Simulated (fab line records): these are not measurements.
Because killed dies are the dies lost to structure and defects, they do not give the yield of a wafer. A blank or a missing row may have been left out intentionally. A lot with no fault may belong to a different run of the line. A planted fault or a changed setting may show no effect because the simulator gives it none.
Struck lot and sound lot, side by side / flow nand_harc / 15 steps out of a route of 1302
Sound: wafers L737.2, L737.3, L737.6. Struck: wafers L740.1, L740.5 (left out: L740.3, a lot-mate that was not struck); the cause follows at the end.
At each step with rows: each side's tool, then ch and its chambers, then its first start. Under that, the readings that differ: sound wafers / struck wafers / difference of the means / sigmas: that difference in standard deviations of wafers without a fault.
alike: same words and numbers on both sides, and readings whose means sit less than 2 such deviations apart. not compared: any withheld reading, any reading some wafer has no value for, any bound like >300 that may hide the same value, and any number with overlapping values for which the record gives no deviation.
The two part at a step that has a row with sigmas, a row that says differs or no value, or rows on one side only. When numbers do not overlap yet have no deviation, they are printed without sigmas and do not part them. A reading that every wafer of one side lacks parts them only if that side has two wafers or more.

first, 7 steps without rows for these wafers: NHARC_A_CONTACT_COAT_35 (time 65 s); NHARC_A_CONTACT_COAT_36 (resist thk 90 nm); NHARC_A_CONTACT_SOFTBAKE_37 (time 55 s); NHARC_A_CONTACT_EBR_38; NHARC_A_CONTACT_EXPOSE_39 (exposes mask A CC 3); NHARC_A_CONTACT_PEB_40 (peb time 65 s); NHARC_A_CONTACT_DEVELOP_41 (develop time 35 s).
NHARC_A_CONTACT_CD_MEAS_42 targets a cd of 300 nm.
  sound on cd_sem-03 ch 0, day 24 09:58; struck on cd_sem-02 ch 0, day 25 20:19
  alike: cd_nm
NHARC_A_CONTACT_OVL_MEAS_43:
  sound on overlay-01, day 24 10:02; struck on overlay-02, day 25 20:25
  alike: overlay_x_nm, overlay_y_nm
NHARC_A_CONTACT_INSPECT_44:
  sound on defect_inspect-01, day 24 10:05; struck on defect_inspect-02, day 25 20:27
  alike: raw_defect_count
NHARC_A_CONTACT_DESCUM_47: chemistry O2, time 3 s.
  sound on rie_diel-07 ch 0,2,3, day 24 10:08; struck on rie_diel-09 ch 1, day 25 20:31
  alike: drypump_motor_current_A, oes_product_au, rf_vpp_V, showerhead_plenum_p_Torr, throttle_valve_pct
  not compared: rf_hours_counter_h
NHARC_A_CONTACT_ETCH_48: etches the open film in CF4, target depth 39 nm, time 65 s.
  sound on rie_diel-07 ch 0,1,3, day 24 10:14; struck on rie_diel-09 ch 1,3, day 25 20:37
reading=throttle_valve_pct (%); sound=13.294 13.288 13.289; struck=13.270 13.269; difference=-0.021; sigmas=-2
  alike: drypump_motor_current_A, oes_product_au, rf_vpp_V, run_length_s, showerhead_plenum_p_Torr
  not compared: rf_hours_counter_h
NHARC_A_CONTACT_ETCH_49: etches the open film in N2/H2, target depth 260 nm, time 475.3 s.
  sound on rie_diel-07 ch 2,3, day 24 10:19; struck on rie_diel-09 ch 2, day 25 20:43
reading=drypump_motor_current_A (A); sound=5.4 5.5 5.5; struck=6.3 6.3; difference=+0.8; sigmas=+2
reading=run_length_s (s); sound=497.1 496.3 496.6; struck=271.6 271.2; difference=-225.3; sigmas=-99 or more
  alike: oes_product_au, rf_vpp_V, showerhead_plenum_p_Torr, throttle_valve_pct
  not compared: rf_hours_counter_h
NHARC_A_CONTACT_ETCH_50: etches the open film in CF4/CHF3, target depth 121 nm, time 60.5 s.
  sound: rie_diel-07 ch 0,2,3; struck: rie_diel-09 ch 1,3
  alike: drypump_motor_current_A, oes_product_au, rf_vpp_V, run_length_s, showerhead_plenum_p_Torr, throttle_valve_pct
  not compared: rf_hours_counter_h
-- the record jumps here: 3 days lie between the struck wafers' starts before and after (it left off in module A_CONTACT and takes up again in module END, whose first step shown is number 1302 of the route) --
NHARC_END_SORT_01:
  the record has rows for the struck wafers here (prober-01 ch 0, day 28 16:55) and none for the sound ones

== WHERE THEY PART ==
Last at NHARC_END_SORT_01 as far as this record goes, first at NHARC_A_CONTACT_ETCH_48.

WHY: what the simulator had put in
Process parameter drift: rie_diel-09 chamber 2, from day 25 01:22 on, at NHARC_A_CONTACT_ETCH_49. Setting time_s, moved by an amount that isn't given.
